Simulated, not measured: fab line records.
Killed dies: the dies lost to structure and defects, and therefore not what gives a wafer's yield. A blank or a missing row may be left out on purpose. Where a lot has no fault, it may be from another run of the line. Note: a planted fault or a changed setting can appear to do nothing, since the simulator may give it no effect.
Matching of chambers || flow nand_harc || 4 sister chambers for NHARC_A_CHANNEL_HOLE_D1_ETCH_44 on rie_diel-12
The step etches the open film in CF4/O2, target depth 140 nm, overetch 14 nm, time 77 s. 4 wafers are shown with their chamber, then 8 later ones without.

== WAFERS WITH THEIR CHAMBER ==
{"wafer": "L077.1", "chamber": 0, "rf_vpp_V (V)": 198.6}
{"wafer": "L081.2", "chamber": 1, "rf_vpp_V (V)": 197.0}
{"wafer": "L083.5", "chamber": 3, "rf_vpp_V (V)": 197.8}
{"wafer": "L089.2", "chamber": 2, "rf_vpp_V (V)": 198.9}

== WAFERS MISSING THEIR CHAMBER ==
{"wafer": "L089.3", "rf_vpp_V (V)": 199.7}
{"wafer": "L089.6", "rf_vpp_V (V)": 197.0}
{"wafer": "L094.1", "rf_vpp_V (V)": 199.1}
{"wafer": "L094.5", "rf_vpp_V (V)": 197.7}
{"wafer": "L094.6", "rf_vpp_V (V)": 197.1}
{"wafer": "L095.1", "rf_vpp_V (V)": 200.4}
{"wafer": "L095.2", "rf_vpp_V (V)": 200.0}
{"wafer": "L095.6", "rf_vpp_V (V)": 200.2}

== CHAMBER TAKEN BY EACH ==
{"wafer": "L089.3", "from the rows above": "can't be placed: 2 or 0 or 3", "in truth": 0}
{"wafer": "L089.6", "from the rows above": "can't be placed: 1 or 3 or 0", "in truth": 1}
{"wafer": "L094.1", "from the rows above": "can't be placed: 2 or 0 or 3", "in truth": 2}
{"wafer": "L094.5", "from the rows above": "can't be placed: 3 or 1 or 0 or 2", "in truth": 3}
{"wafer": "L094.6", "from the rows above": "can't be placed: 1 or 3 or 0 or 2", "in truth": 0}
{"wafer": "L095.1", "from the rows above": "can't be placed: 2 or 0 or 3", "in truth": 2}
{"wafer": "L095.2", "from the rows above": "can't be placed: 2 or 0 or 3", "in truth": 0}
{"wafer": "L095.6", "from the rows above": "can't be placed: 2 or 0 or 3", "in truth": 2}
Correct placement for 0 of the 8. Unplaceable from these rows: 8, with the true chamber sitting among the candidates in 8. Number placed wrongly: 0.
How it was worked out, from the rows above alone: a wafer's distance from a chamber is the root of the sum, over the readings, of the square of ((its reading less the chamber's mean) divided by the reading's scatter). The wafer belongs to the nearest chamber; if the next one is less than 2 further off, it can't be placed. A chamber's mean is the mean of its shown wafers. The scatter (one wafer shown for each chamber): square how far every hidden wafer sits from the nearest shown wafer, average those squares and take the square root.
